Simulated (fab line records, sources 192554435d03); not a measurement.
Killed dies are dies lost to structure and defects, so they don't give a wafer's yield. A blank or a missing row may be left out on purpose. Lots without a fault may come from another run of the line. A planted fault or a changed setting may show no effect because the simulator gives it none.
Which tool did it? | flow n5_finfet | 10 lots, 30 wafers sampled, at 5 steps of a route of 1938

WHAT THE GAUGES READ, wafer by wafer
N5_BEOL_M4_RC_MEAS_101. Usual: DIBL_N 36.0 mV/V, standard deviation 1.3; DIBL_P 36.2 mV/V, standard deviation 1.7; IOFF_N 0.155 nA/um, standard deviation 0.024; IOFF_P 0.21 nA/um, standard deviation 0.034; ION_N 674 uA/um, standard deviation 9; ION_P 463 uA/um, standard deviation 7.1; SS_N 71.4 mV/dec, standard deviation 0.5; SS_P 73.4 mV/dec, standard deviation 0.57; VT_N 250.0 mV, standard deviation 2.8; VT_P -251 mV, standard deviation 3.2.
lot  | measured     | on        | DIBL_N (mV/V)  | DIBL_P (mV/V)  | IOFF_N (nA/um)    | IOFF_P (nA/um) | ION_N (uA/um) | ION_P (uA/um) | SS_N (mV/dec)  | SS_P (mV/dec)  | VT_N (mV)         | VT_P (mV)      | flag
L726 | day 11 09:54 | prober-01 | 35.8 35.7 37.3 | 35.3 35.4 37.0 | 0.143 0.144 0.171 | 0.18 0.19 0.20 | 675 675 680   | 457 458 459   | 71.1 70.8 71.6 | 72.9 73.4 73.3 | 250.7 251.6 249.7 | -252 -252 -251 |
L725 | day 11 04:40 | prober-01 | 35.0 37.0 36.8 | 35.0 37.2 37.1 | 0.125 0.158 0.155 | 0.17 0.20 0.20 | 663 673 667   | 455 454 458   | 71.2 72.1 71.5 | 73.1 73.6 73.3 | 253.3 252.0 248.5 | -254 -251 -251 |
L727 | day 11 12:30 | prober-02 | 35.3 37.4 35.4 | 33.8 36.0 33.4 | 0.133 0.164 0.134 | 0.19 0.22 0.19 | 674 681 665   | 466 467 463   | 71.6 71.4 71.7 | 72.8 73.2 73.0 | 251.5 247.7 251.1 | -251 -250 -251 |
L729 | day 15 11:17 | prober-02 | 36.1 36.3 34.5 | 37.0 37.2 35.2 | 0.162 0.155 0.132 | 0.20 0.20 0.18 | 674 663 660   | 458 451 453   | 71.9 71.7 71.2 | 73.4 72.9 73.7 | 249.5 251.1 252.5 | -251 -254 -254 |
L730 | day 12 01:49 | prober-02 | 33.4 37.6 34.8 | 33.2 38.7 34.7 | 0.119 0.184 0.129 | 0.16 0.24 0.19 | 674 687 670   | 468 469 466   | 70.7 71.9 71.7 | 72.5 74.5 72.3 | 250.9 246.6 250.3 | -252 -245 -252 |
L732 | day 12 12:07 | prober-02 | 35.0 35.2      | 35.7 36.4      | 0.144 0.153       | 0.18 0.19      | 667 678       | 452 462       | 71.4 70.7      | 73.0 74.2      | 251.3 250.9       | -252 -251      |
L733 | day 12 12:46 | prober-01 | 35.8 36.3      | 35.1 35.3      | 0.156 0.159       | 0.18 0.18      | 681 671       | 458 460       | 70.8 70.4      | 73.1 73.6      | 248.2 250.2       | -255 -255      |
L743 | day 14 15:31 | prober-01 | 36.7 37.5 36.4 | 36.2 37.5 36.1 | 0.164 0.180 0.156 | 0.24 0.26 0.23 | 680 683 680   | 473 476 472   | 72.1 72.1 72.2 | 73.5 74.1 73.3 | 250.9 251.2 250.9 | -246 -246 -247 |
L747 | day 15 11:43 | prober-01 | 35.7 34.8 34.3 | 34.9 34.3 34.5 | 0.135 0.120 0.121 | 0.20 0.19 0.19 | 676 668 664   | 464 464 464   | 70.9 71.0 70.4 | 73.0 72.4 72.5 | 251.9 255.6 253.3 | -251 -249 -250 |
L744 | day 16 09:26 | prober-01 | 34.5 36.4 35.0 | 35.1 37.7 35.5 | 0.136 0.172 0.146 | 0.18 0.22 0.19 | 669 680 671   | 456 468 467   | 70.9 71.4 71.5 | 73.0 73.1 72.6 | 251.0 246.8 249.7 | -253 -251 -251 |

N5_PASSIVATION_OVL_MEAS_63. Usual: PAD_OVL 1 nm, standard deviation 5.
lot  | measured     | on         | PAD_OVL (nm) | flag
L726 | day 15 05:39 | overlay-02 | 0 -5 -3      |
L725 | day 15 00:43 | overlay-02 | -11 -5 -1    |
L727 | day 15 15:41 | overlay-02 | 2 2 -3       |
L729 | day 20 03:40 | overlay-02 | 3 5 2        |
L730 | day 16 11:01 | overlay-02 | 2 2 5        |
L732 | day 16 21:49 | overlay-01 | 1 8          |
L733 | day 16 15:19 | overlay-01 | -3 -6        |
L743 | day 18 22:08 | overlay-01 | 6 3 6        |
L747 | day 19 17:25 | overlay-01 | 7 9 5        |
L744 | day 20 17:29 | overlay-01 | 4 -8 3       |

N5_PASSIVATION_CD_MEAS_44: target cd 40000 nm. Usual: cd_nm 40000 nm, standard deviation 3.2.
lot  | measured     | on        | cd_nm (nm)        | flag
L726 | day 15 07:40 | cd_sem-03 | 40001 40000 40002 |
L725 | day 15 02:32 | cd_sem-03 | 40002 39999 39995 |
L727 | day 15 17:41 | cd_sem-02 | 40004 40003 40002 |
L729 | day 20 07:07 | cd_sem-02 | 39996 39996 39998 |
L730 | day 16 12:44 | cd_sem-03 | 40001 40000 40001 |
L732 | day 17 00:04 | cd_sem-02 | 40005 40005       |
L733 | day 16 17:37 | cd_sem-02 | 40005 40005       |
L743 | day 19 00:02 | cd_sem-01 | 39997 39998 39999 |
L747 | day 19 19:07 | cd_sem-02 | 39996 39999 39998 |
L744 | day 20 19:19 | cd_sem-02 | 39998 39998 39996 |

WHICH TOOL RAN EACH LOT (tool, then ch and the chambers of the sampled wafers, then the start)
lot  | N5_BEOL_M0_SAQP_HM_DEP_02    | N5_PASSIVATION_STRIP_34
L726 | pvd_sputter-02, day 6 20:34  | rie_diel-04 ch 1,2,3, day 15 06:23
L725 | pvd_sputter-02, day 6 20:40  | rie_diel-04 ch 1,2,3, day 15 01:23
L727 | pvd_sputter-02, day 6 20:52  | rie_diel-02 ch 1,2, day 15 16:31
L729 | pvd_sputter-02, day 7 08:53  | rie_diel-04 ch 1,3, day 20 05:57
L730 | pvd_sputter-03, day 7 10:45  | rie_diel-04 ch 0,3, day 16 11:41
L732 | pvd_sputter-02, day 7 21:32  | rie_diel-02 ch 0,1, day 16 22:30
L733 | pvd_sputter-02, day 8 02:28  | rie_diel-04 ch 0,1, day 16 16:11
L743 | pvd_sputter-02, day 10 17:49 | rie_diel-05 ch 1,2,3, day 18 22:52
L747 | pvd_sputter-01, day 11 06:07 | rie_diel-02 ch 1,2, day 19 18:04
L744 | pvd_sputter-03, day 11 11:55 | rie_diel-04 ch 0,3, day 20 18:08
- N5_BEOL_M0_SAQP_HM_DEP_02: deposits TiN, target thk 12 nm.
- N5_PASSIVATION_STRIP_34: strips in O2.

WHAT THE TOOLS THEMSELVES READ (means of the sampled wafers that have a number; where no wafer has one, the mark that the record gives instead)
N5_BEOL_M0_SAQP_HM_DEP_02. Usual: throttle_valve_pct 29.7 %, standard deviation 1.2.
lot  | tool           | throttle_valve_pct (%) | flag
L726 | pvd_sputter-02 | 30.6                   |
L725 | pvd_sputter-02 | 30.6                   |
L727 | pvd_sputter-02 | 30.4                   |
L729 | pvd_sputter-02 | 28.4                   |
L730 | pvd_sputter-03 | 30.0                   |
L732 | pvd_sputter-02 | 28.2                   |
L733 | pvd_sputter-02 | 30.3                   |
L743 | pvd_sputter-02 | 28.9                   |
L747 | pvd_sputter-01 | 29.8                   |
L744 | pvd_sputter-03 | 29.6                   |

N5_PASSIVATION_STRIP_34. Usual: drypump_motor_current_A 5.8 A, standard deviation 0.4; oes_product_au 0.83 a.u., standard deviation 0.094; rf_vpp_V 3.6 V, standard deviation 1.5; showerhead_plenum_p_Torr 2.08 Torr, standard deviation 0.037; temp_c 60.01 C, standard deviation 0.12; throttle_valve_pct 16.52 %, standard deviation 0.24.
lot  | tool        | drypump_motor_current_A (A) | oes_product_au (a.u.) | rf_vpp_V (V) | showerhead_plenum_p_Torr (Torr) | temp_c (C) | throttle_valve_pct (%) | flag
L726 | rie_diel-04 | 5.7                         | 0.84                  | 2.9          | 2.12                            | 60.01      | 16.49                  |
L725 | rie_diel-04 | 5.6                         | 0.84                  | 5.4          | 2.12                            | 60.05      | 16.49                  |
L727 | rie_diel-02 | 5.2                         | 0.68                  | 3.5          | 2.07                            | 60.07      | 16.97                  |
L729 | rie_diel-04 | 5.3                         | 0.85                  | 5.3          | 2.12                            | 59.98      | 16.43                  |
L730 | rie_diel-04 | 5.6                         | 0.89                  | 2.6          | 2.10                            | 60.11      | 16.38                  |
L732 | rie_diel-02 | 6.0                         | 0.72                  | 3.5          | 2.08                            | 59.98      | 16.79                  |
L733 | rie_diel-04 | 5.7                         | 0.89                  | 3.4          | 2.09                            | 60.18      | 16.26                  |
L743 | rie_diel-05 | 5.8                         | 0.87                  | 2.4          | 2.07                            | 59.98      | 16.35                  |
L747 | rie_diel-02 | 5.4                         | 0.97                  | 3.1          | 2.06                            | 59.90      | 16.45                  |
L744 | rie_diel-04 | 5.8                         | 0.82                  | 4.7          | 2.06                            | 59.98      | 16.42                  |

THE ANSWER, worked out from the rows above alone
Rule: a lot is off if the mean of its wafers that have a number lies more than 3 standard deviations from the usual mean. A lot without any number at a reading at which 4 lots or more have one is off too. The other lots that the step has rows for count as sound. The gauges are gone through in route order, then the tools' own readings, and for those a lot's mean is taken as printed above. The first step at which some lot is off is used, and at that step the reading that is off furthest; a lot without a number counts as furthest.
No lot is off at any reading shown: from this, nothing can be told.

WHAT THE SIMULATOR HAD PUT IN
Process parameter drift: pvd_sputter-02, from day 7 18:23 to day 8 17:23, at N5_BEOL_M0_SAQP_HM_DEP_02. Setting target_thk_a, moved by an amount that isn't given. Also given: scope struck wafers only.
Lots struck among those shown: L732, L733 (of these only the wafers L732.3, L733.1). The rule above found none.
